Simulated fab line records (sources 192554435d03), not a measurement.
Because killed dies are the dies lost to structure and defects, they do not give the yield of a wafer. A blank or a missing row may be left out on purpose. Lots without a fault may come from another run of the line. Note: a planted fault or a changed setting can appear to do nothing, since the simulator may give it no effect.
fab line records | flow n5Finfet
[record] lots = 4 wafers = 12 lastDay = 17
route steps=1938 shown WELL_APT@36 PMOS_HMC_CHANNEL_EPI@57 BEOL_M4@1111
lots that met no fault: from a run of the same line without faults
startH: the number of hours between the record's first day and the start of the first shown wafer of the lot | waitH: hours elapsed since this lot's preceding step | " as in the row above | L1.1+2: one row covering several wafers at once | - no value present, or no start provided | * or withheld: withheld | < > ~ a bound
route shown NAME@n: a module of which the file shows steps, and the number in the route of the first | usual: mean and standard deviation over wafers with no fault | same: alike in all rows | chamber/n: place in a boat | sites: per-site readings | _std_site: the standard deviation of these | _edge_site: mean of outer sites minus mean of inner sites | radiusMm: for every site, how far away it sits from the centre of the wafer | mask NAME#n: copy n | behind: the last tool/chamber to shape the wafer | hold: cause of the lot's hold/its duration in hours/its outcome | device: which transistor (n, p or np) failed to switch | end of line: at the end of the route, the tests of the same wafers | a step given without rows: its recipe and nothing more | killed: at the first sort, the dies lost to defects and structure; wafer yield is something else | map: dies across one wafer; x = killed, . = not, _ = none there
set.NAME: setting as actually run; set.NAME@STEP: the setting as run at that earlier step | model.NAME: the simulator's own value behind a step, which no gauge read
lots at some steps of the route; a table a step, a row a wafer
services: from which hour (startH, from the record's first day; less than 0 if before it) a tool's chamber was out of use, for how many hours, and why
[[steps]]
[step N5_WELL_APT_COAT_19]
[recipe] spinRpm = 1357 resistThkNm = 950
[step N5_WELL_APT_EBR_21]
[recipe] solvent = PGMEA ebrWidthMm = 1.5
[step N5_WELL_APT_SOFTBAKE_20]
[recipe] tempC = 130 timeS = 60
[step N5_WELL_APT_EXPOSE_22]
[recipe] maskId = PWELL na = 0.8 sourceShape = conventional sigmaOuter = 0.8 polarization = unpolarized defocusNm = 0 targetCdNm = 200 doseMj = 23.2
[step N5_WELL_APT_PEB_23]
[recipe] pebTempC = 130 pebTimeS = 90
[step N5_WELL_APT_DEVELOP_24]
[recipe] developTimeS = 45 rinseLiquid = surfactantRinse dry = airSpin devTempC = 21
[step N5_WELL_APT_HARDBAKE_29]
[recipe] tempC = 130 timeS = 120
[step N5_WELL_APT_DESCUM_30]
[recipe] chemistry = O2 timeS = 7.9 sourcePowerW = 50 biasPowerW = 20 pressureMtorr = 20 rfFrequencyHz = 2.712e+07 tempC = 40 o2FlowSccm = 225
[step N5_WELL_APT_IMPLANT_31]
[recipe] species = B energyKev = 60 doseCm2 = 1.5e+13 tiltDeg = 0 rotationDeg = 0
[step N5_WELL_APT_IMPLANT_32]
[recipe] species = BF2 energyKev = 50 doseCm2 = 2e+13 tiltDeg = 0 rotationDeg = 0
[usual] doseIonsCm2 = 1.9999e+13/2.1e+10 faradayCurrentUA = 254/4.9
// columns lot.wafer tool chamber startH waitH doseIonsCm2 faradayCurrentUA
L453.1 implanter-01 0 15.22 0.1 1.9999e+13 258
L453.3 " 0 " " 1.9999e+13 253
L453.4 " 0 " " 1.9981e+13 252
L467.1 implanter-01 0 99.18 0.1 2.5697e+13 333
L467.4 " 0 " " 2.5686e+13 317
L467.6 " 0 " " 2.5669e+13 337
L469.2 implanter-01 0 112.03 0.1 2.5647e+13 330
L469.4 " 0 " " 2.5656e+13 335
L469.5 " 0 " " 2.5672e+13 337
L476.2 implanter-02 0 153.20 0.1 2.0014e+13 257
L476.3 " 0 " " 1.9979e+13 251
L476.6 " 0 " " 1.997e+13 257
[step N5_WELL_APT_STRIP_33]
[recipe] chemistry = SPM timeS = 900 tempC = 130 h2so4H2o2VolRatio = 4 dry = ipaMarangoni
[step N5_WELL_APT_RTA_34]
[recipe] tempC = 1000 timeS = 10 ambient = N2 idleTempC = 600 rampUpCPerS = 150 rampDownCPerS = 60 coolToC = 600
[step N5_WELL_APT_OXIDE_STRIP_42]
[recipe] chemistry = dHF dilution = 25:1 timeS = 45 tempC = 25 target = SiO2 targetDepthA = 120
[step N5_WELL_APT_PRECLEAN_36]
[recipe] chemistry = O3/DIW timeS = 45 tempC = 22 o3Ppm = 10
[step N5_WELL_APT_PRECLEAN_39]
[recipe] chemistry = dHF timeS = 60 dilution = 150:1 tempC = 25
[step N5_WELL_APT_SRD_37]
[recipe] dry = ipaMarangoni doPpb = 5 timeS = 30 tempC = 23 rinseLiquid = diw
[step N5_WELL_APT_EPI_41]
[recipe] material = Si targetThkA = 500 tempC = 650 precursor = SiH4/H2 pressureTorr = 20 timeS = 297.7
[step N5_PMOS_HMC_CHANNEL_EPI_HM_DEP_34]
[recipe] material = SiO2 targetThkA = 360 tempC = 400 precursor = TEOS/O2 pressureTorr = 6.5 rfW = 900 teosFlowSccm = 161.4 gas = O2 flowSccm = 2650 timeS = 6.9
[step N5_PMOS_HMC_CHANNEL_EPI_COAT_31]
[recipe] resist = BARC tempC = 205 timeS = 60 spinRpm = 1500 resistThkNm = 66
[step N5_PMOS_HMC_CHANNEL_EPI_COAT_03]
[recipe] resist = CAR-ArF-block spinRpm = 1500 resistThkNm = 205
[step N5_PMOS_HMC_CHANNEL_EPI_EBR_05]
[recipe] solvent = PGMEA ebrWidthMm = 1.5
[step N5_PMOS_HMC_CHANNEL_EPI_SOFTBAKE_04]
[recipe] tempC = 110 timeS = 60 resist = CAR-ArF-block
[step N5_PMOS_HMC_CHANNEL_EPI_EXPOSE_06]
[recipe] maskId = PMOS_HMC_BLK na = 1.35 sourceShape = conventional sigmaOuter = 0.8 polarization = unpolarized targetCdNm = 240 doseMj = 41
[step N5_PMOS_HMC_CHANNEL_EPI_PEB_07]
[recipe] pebTempC = 110 pebTimeS = 60 resist = CAR-ArF-block
[step N5_PMOS_HMC_CHANNEL_EPI_DEVELOP_08]
[recipe] developTimeS = 30 developer = TMAH resist = CAR-ArF-block devTempC = 23 rinseLiquid = diw dry = airSpin
[step N5_PMOS_HMC_CHANNEL_EPI_DESCUM_14]
[recipe] chemistry = O2 timeS = 7.9 sourcePowerW = 50 biasPowerW = 20 pressureMtorr = 20 rfFrequencyHz = 2.712e+07 tempC = 40 resist = CAR-ArF-block o2FlowSccm = 225
[step N5_PMOS_HMC_CHANNEL_EPI_ETCH_32]
[recipe] chemistry = N2/H2 target = BARC stopOn = SiO2 targetDepthA = 858 overEtchFrac = 0.3 timeS = 50.3 ionEnergyEv = 200 maskMaterial = CAR-ArF-block pressureMtorr = 30 sourceW = 840 biasW = 150 n2FlowSccm = 200 h2FlowSccm = 200
[step N5_PMOS_HMC_CHANNEL_EPI_HM_OPEN_15]
[recipe] chemistry = CHF3/O2 target = SiO2 maskMaterial = CAR-ArF-block targetDepthA = 406 CHF3_flow_sccm = 50 O2_flow_sccm = 5 Ar_flow_sccm = 200 timeS = 20.3 pressureMtorr = 30 sourceW = 650 biasW = 170 ionEnergyEv = 200
[step N5_PMOS_HMC_CHANNEL_EPI_STRIP_33]
[recipe] chemistry = N2/H2 powerW = 500 tempC = 40 pressureMtorr = 50 rfFrequencyHz = 6e+07 overashFraction = 0.3 biasPowerW = 8 h2Frac = 0.5 n2FlowSccm = 300 h2FlowSccm = 300
[step N5_PMOS_HMC_CHANNEL_EPI_STRIP_17]
[recipe] chemistry = SPM timeS = 750 tempC = 130 h2so4H2o2VolRatio = 4 dry = ipaMarangoni
[step N5_PMOS_HMC_CHANNEL_EPI_ETCH_38]
[recipe] chemistry = CF4 target = SiO2 targetDepthA = 15 ionEnergyEv = 350 pressureMtorr = 10 icpW = 800 biasW = 400 cf4FlowSccm = 80
[step N5_PMOS_HMC_CHANNEL_EPI_FIN_RECESS_16]
[recipe] chemistry = HBr/Cl2 target = Si maskMaterial = SiO2 targetDepthA = 540 timeS = 18 pressureMtorr = 10 icpW = 800 biasW = 75 HBr_flow_sccm = 150 Cl2_flow_sccm = 80
[step N5_PMOS_HMC_CHANNEL_EPI_PRECLEAN_36]
[recipe] chemistry = O3/DIW timeS = 45 tempC = 22 o3Ppm = 10
[step N5_PMOS_HMC_CHANNEL_EPI_PRECLEAN_18]
[recipe] chemistry = DHF timeS = 30 tempC = 25 dilution = withheld
[step N5_PMOS_HMC_CHANNEL_EPI_SRD_19]
[recipe] dry = ipaMarangoni doPpb = 5 timeS = 30 tempC = 23 rinseLiquid = diw
[step N5_BEOL_M4_RC_MEAS_101]
[usual] CJ_N = 4.34/0.071 DIBL_N = 36.3/1 DIBL_P = 36.2/1.4 IOFF_N = 0.157/0.021 IOFF_P = 0.206/0.025 ION_N = 673/9 ION_P = 461/6.4 SS_N = 71.5/0.5 SS_P = 73.2/0.47 VT_N = 249.9/2.4 VT_P = -250.6/2.9
// columns lot.wafer tool chamber startH waitH CJ_N DIBL_N[mV/V] DIBL_P[mV/V] IOFF_N[nA/um] IOFF_P[nA/um] ION_N[uA/um] ION_P[uA/um] SS_N[mV/dec] SS_P[mV/dec] VT_N[mV] VT_P[mV]
L453.1 prober-01 0 168.10 0.0 4.33 35.9 36.1 0.139 0.178 662 456 71.5 73.0 249.5 -254.4
L453.3 " 0 " " 4.38 36.2 36.0 0.142 0.190 675 461 71.3 72.7 249.2 -254.6
L453.4 " 0 " " 4.35 35.8 35.3 0.131 0.169 663 453 71.9 72.6 251.9 -255.3
L467.1 prober-01 0 251.80 0.0 4.89 36.5 35.5 0.180 0.244 676 463 70.9 73.3 247.9 -244.9
L467.4 " 0 " " 4.92 36.7 36.0 0.180 0.234 686 465 71.6 73.6 247.0 -245.9
L467.6 " 0 " " 4.92 38.4 38.3 0.225 0.281 698 475 72.0 73.8 244.2 -246.2
L469.2 prober-01 0 255.78 0.2 5.00 35.4 33.8 0.123 0.183 662 460 71.1 72.9 252.1 -251.5
L469.4 " 0 " " 4.90 34.9 33.9 0.118 0.179 665 457 70.7 73.3 252.4 -251.5
L469.5 " 0 " " 4.91 38.5 37.9 0.173 0.247 669 464 71.3 73.9 247.6 -248.3
L476.2 prober-02 0 306.72 0.2 4.34 35.5 37.7 0.165 0.194 679 464 71.2 73.0 245.6 -249.8
L476.3 " 0 " " 4.32 37.6 40.5 0.204 0.238 683 466 72.0 74.0 246.8 -250.4
L476.6 " 0 " " 4.25 36.9 40.0 0.204 0.231 686 463 71.8 74.2 245.4 -250.8
[[services]]
// columns tool chamber startH hours kind
implanter-01 - 20.69 5.3 pm
implanter-01 - 27.53 2.8 repair
implanter-02 - 52.08 1.8 repair
implanter-01 - 61.21 4.0 repair
implanter-02 - 69.66 13.1 pm
implanter-01 - 82.19 8.3 repair
[[key]]
[firstSign] step = N5_WELL_APT_IMPLANT_32 reading = doseIonsCm2 direction = up sigmas = 99+ usual = 1.9999e+13 struck = 2.5671e+13
[effect] step = N5_WELL_APT_IMPLANT_32 reading = faradayCurrentUA direction = up sigmas = 16 usual = 254 struck = 332
[effect] step = N5_BEOL_M4_RC_MEAS_101 reading = CJ_N direction = up sigmas = 8.2 usual = 4.34 struck = 4.92
metAt N5_WELL_APT_IMPLANT_32
struckWafers L467.1,L467.4,L467.6,L469.2,L469.4,L469.5
onsetBetween 15.22 99.18
[fault] kind = processParameterDrift tool = implanter-01 chamber = - onsetH = 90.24 steps = N5_WELL_APT_IMPLANT_32 channel = doseCm2 offset = 5.6837e+12 shape = step endH = 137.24 actsIn = theseRecipesOnly stated = 2e+13
